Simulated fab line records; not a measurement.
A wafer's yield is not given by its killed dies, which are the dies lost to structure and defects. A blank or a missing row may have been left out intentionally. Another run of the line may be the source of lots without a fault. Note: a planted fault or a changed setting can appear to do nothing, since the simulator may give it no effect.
The tool behind it: which one?	flow nand-harc	13 lots with 35 wafers sampled at 6 steps, on a route of 1302 steps

== WHAT THE GAUGES SHOWED, per wafer ==
NHARC_A_CONTACT_INSPECT_10. Usual: raw-defect-count at 84, with a standard deviation of 28.
lot	measured	on	raw-defect-count	flag
L374	day 23 04:14	defect-inspect-02	46 44 43	
L375	day 23 13:25	defect-inspect-02	50 51 51	
L377	day 23 19:19	defect-inspect-02	53 60 54	
L376	day 23 19:51	defect-inspect-02	127 120 140	
L379	day 24 17:47	defect-inspect-02	65 67 69	
L380	day 24 20:55	defect-inspect-02	61 74 73	
L382	day 26 17:05	defect-inspect-02	91 90 102	
L383	day 26 22:45	defect-inspect-01	58 66 57	
L384	day 27 00:24	defect-inspect-02	124 153 128	
L385	day 27 22:41	defect-inspect-02	91 86 105	
L391	day 29 09:43	defect-inspect-01	431 430	OFF
L394	day 30 14:56	defect-inspect-02	487 490	OFF
L396	day 31 17:23	defect-inspect-01	82 97 87	

NHARC_END_SORT_01. Usual: killed-at-array 59, standard deviation 17; killed-at-other 0.9, standard deviation 1.6; killed-at-periphery 3.7, standard deviation 2.3; killed-dies 64, standard deviation 17; killed-open 3.3, standard deviation 1.8; killed-short 2.4, standard deviation 1.6.
lot	measured	on	killed-at-array	killed-at-other	killed-at-periphery	killed-dies	killed-open	killed-short	flag
L391	day 32 04:37	prober-01	116	4	4	124	1	4	OFF
L394	day 33 10:23	prober-01	131	0	6	137	5	6	OFF

== WHAT TOOL EACH LOT RAN ON (gives the tool, then ch and the chambers of the sampled wafers, and finally the start) ==
lot	NHARC_A_CONTACT_ETCH_127	NHARC_A_CONTACT_STRIP_82	NHARC_A_CONTACT_DEP_85	NHARC_A_CONTACT_ETCH_138
L374	har-cap-etch-01 ch 0,1, day 22 20:47	rie-diel-12 ch 2,3, day 23 03:26 or earlier	pecvd-03 ch 0,2, day 23 03:26	har-cap-etch-01 ch 0,1, day 23 06:26
L375	har-cap-etch-03 ch 0,1, day 23 07:34	rie-diel-12 ch 0,3, day 23 12:35 or earlier	pecvd-03 ch 0,1,2, day 23 12:35	har-cap-etch-02 ch 0,1, day 23 15:50
L377	har-cap-etch-01 ch 0,1, day 23 13:38	rie-diel-12 ch 2,3, day 23 18:36 or earlier	pecvd-02 ch 1,2, day 23 18:36	har-cap-etch-03 ch 0,1, day 23 21:37
L376	har-cap-etch-03 ch 0, day 23 13:43	rie-diel-12 ch 0,2,3, day 23 19:02 or earlier	pecvd-02 ch 0,1, day 23 19:02	har-cap-etch-02 ch 0,1, day 23 22:07
L379	har-cap-etch-02 ch 0,1, day 24 12:09	rie-diel-03 ch 0,1,2, day 24 16:57 or earlier	pecvd-03 ch 0,1,2, day 24 16:57	har-cap-etch-03 ch 0,1, day 24 20:00
L380	har-cap-etch-01 ch 0,1, day 24 15:24	rie-diel-12 ch 0,1,3, day 24 20:14 or earlier	pecvd-04 ch 0,1,2, day 24 20:14	har-cap-etch-02 ch 1, day 24 23:10
L382	har-cap-etch-03 ch 0,1, day 26 11:29	rie-diel-12 ch 1,2, day 26 16:16 or earlier	pecvd-04 ch 0,1,2, day 26 16:16	har-cap-etch-03 ch 0,1, day 26 19:17
L383	har-cap-etch-02 ch 0,1, day 26 13:26	rie-diel-03 ch 0,1,2, day 26 21:55 or earlier	pecvd-03 ch 0,1,2, day 26 21:55	har-cap-etch-02 ch 0,1, day 27 00:57
L384	har-cap-etch-01 ch 0, day 26 16:42	rie-diel-12 ch 0,1,2, day 26 23:35 or earlier	pecvd-04 ch 0,1, day 26 23:35	har-cap-etch-01 ch 0,1, day 27 02:38
L385	har-cap-etch-02 ch 0,1, day 27 16:47	rie-diel-06 ch 0,1, day 27 22:02 or earlier	pecvd-04 ch 0,1,2, day 27 22:02	har-cap-etch-01 ch 1, day 28 00:57
L391	har-cap-etch-02 ch 0, day 29 02:50	rie-diel-12 ch 2, day 29 09:03 or earlier	pecvd-04 ch 2, day 29 09:03	har-cap-etch-02 ch 1, day 29 14:33
L394	har-cap-etch-02 ch 1, day 30 08:30	rie-diel-06 ch 0, day 30 14:13 or earlier	pecvd-04 ch 2, day 30 14:13	har-cap-etch-02 ch 0, day 30 20:26
L396	har-cap-etch-03 ch 0, day 31 11:41	rie-diel-12 ch 0,2,3, day 31 16:42 or earlier	pecvd-02 ch 0,2, day 31 16:42	har-cap-etch-02 ch 0,1, day 31 19:36
- NHARC_A_CONTACT_ETCH_127: etches the open film in C4F8/O2/Ar, time 197 s, target depth 1918 nm.
- NHARC_A_CONTACT_STRIP_82: strips in O2.
- NHARC_A_CONTACT_DEP_85: deposits SiON, target thk 60 nm.
- NHARC_A_CONTACT_ETCH_138: etches the open film in C4F8/O2/Ar, time 311 s, target depth 1914 nm.

== AS READ BY THE TOOLS THEMSELVES (means over the sampled wafers that have a number; for cases with no such wafer, the mark the record gives instead) ==
NHARC_A_CONTACT_ETCH_127. Usual: oes-air-line-au at 1.000 a.u., with a standard deviation of 0.021.
lot	tool	oes-air-line-au (a.u.)	flag
L374	har-cap-etch-01	1.012	
L375	har-cap-etch-03	1.023	
L377	har-cap-etch-01	0.987	
L376	har-cap-etch-03	0.995	
L379	har-cap-etch-02	0.995	
L380	har-cap-etch-01	0.993	
L382	har-cap-etch-03	1.004	
L383	har-cap-etch-02	1.014	
L384	har-cap-etch-01	1.008	
L385	har-cap-etch-02	1.003	
L391	har-cap-etch-02	0.992	
L394	har-cap-etch-02	1.017	
L396	har-cap-etch-03	0.970	

NHARC_A_CONTACT_STRIP_82. Usual: drypump-motor-current-A 5.6 A, standard deviation 0.41; mfc-ar-sccm 0.002 sccm, standard deviation 0.007; oes-product-au 1.000 a.u., standard deviation 0.015; rf-vpp-V 57.8 V, standard deviation 0.84; showerhead-plenum-p-Torr 3.48 Torr, standard deviation 0.14; throttle-valve-pct 17.037 %, standard deviation 0.0094.
lot	tool	drypump-motor-current-A (A)	mfc-ar-sccm (sccm)	oes-product-au (a.u.)	rf-vpp-V (V)	showerhead-plenum-p-Torr (Torr)	throttle-valve-pct (%)	flag
L374	rie-diel-12	5.8	0.000	1.007	57.7	3.42	17.036	
L375	rie-diel-12	5.2	0.000	0.984	57.1	3.47	17.038	
L377	rie-diel-12	5.8	0.000	0.993	57.9	3.53	17.041	
L376	rie-diel-12	5.5	0.000	0.987	57.9	3.45	17.029	
L379	rie-diel-03	5.9	0.002	1.000	57.8	3.50	17.038	
L380	rie-diel-12	5.6	0.000	0.987	58.6	3.50	17.039	
L382	rie-diel-12	5.8	0.000	1.012	57.0	3.36	17.045	
L383	rie-diel-03	6.0	0.002	0.997	57.9	3.50	17.029	
L384	rie-diel-12	5.5	0.000	1.004	57.7	3.39	17.034	
L385	rie-diel-06	5.2	0.011	0.999	58.1	3.60	17.033	
L391	rie-diel-12	5.7	0.000	1.020	57.7	3.30	17.037	
L394	rie-diel-06	5.5	0.000	0.983	58.2	3.70	17.052	
L396	rie-diel-12	5.5	0.000	0.997	57.4	3.43	17.037	

NHARC_A_CONTACT_DEP_85. Usual: heater-power-w at 750 W, with a standard deviation of 75.
lot	tool	heater-power-w (W)	flag
L374	pecvd-03	841	
L375	pecvd-03	781	
L377	pecvd-02	737	
L376	pecvd-02	661	
L379	pecvd-03	773	
L380	pecvd-04	760	
L382	pecvd-04	732	
L383	pecvd-03	779	
L384	pecvd-04	757	
L385	pecvd-04	689	
L391	pecvd-04	747	
L394	pecvd-04	652	
L396	pecvd-02	863	

NHARC_A_CONTACT_ETCH_138. Usual: oes-air-line-au at 1.000 a.u., with a standard deviation of 0.023.
lot	tool	oes-air-line-au (a.u.)	flag
L374	har-cap-etch-01	1.016	
L375	har-cap-etch-02	1.002	
L377	har-cap-etch-03	1.012	
L376	har-cap-etch-02	0.987	
L379	har-cap-etch-03	0.994	
L380	har-cap-etch-02	1.008	
L382	har-cap-etch-03	0.992	
L383	har-cap-etch-02	1.023	
L384	har-cap-etch-01	1.016	
L385	har-cap-etch-01	0.974	
L391	har-cap-etch-02	1.017	
L394	har-cap-etch-02	0.959	
L396	har-cap-etch-02	1.008	

== THE ANSWER, worked out from the rows above alone ==
Rule: take the mean of a lot's wafers that have a number; if it is more than 3 standard deviations from the usual mean, the lot is off. Also off: a lot with no number at a reading for which 4 or more lots have one. The other lots that the step has rows for count as sound. After the gauges, taken in route order, come the tools' own readings; for these a lot's mean is taken, as printed above. At the first step where some lot is off, the reading lying furthest off is the one used; lots without a number count as furthest.
Off: L391, L394, at NHARC_A_CONTACT_INSPECT_10 (raw-defect-count).
A tool fits if, at a process step before that reading, it ran every lot that is off, and no sound lot after the first of them. Not tried: the gauges at NHARC_A_CONTACT_INSPECT_10; whatever is off there is also off at NHARC_END_SORT_01, on other tools, and gauge error can't account for it. NHARC_A_CONTACT_STRIP_82: start missing for some lots; hours and lot order therefore follow NHARC_A_CONTACT_DEP_85. Undecided on this evidence; 2 tools fit (har-cap-etch-02 at NHARC_A_CONTACT_ETCH_127, pecvd-04 at NHARC_A_CONTACT_DEP_85).

== WHAT HAD BEEN PUT IN BY THE SIMULATOR ==
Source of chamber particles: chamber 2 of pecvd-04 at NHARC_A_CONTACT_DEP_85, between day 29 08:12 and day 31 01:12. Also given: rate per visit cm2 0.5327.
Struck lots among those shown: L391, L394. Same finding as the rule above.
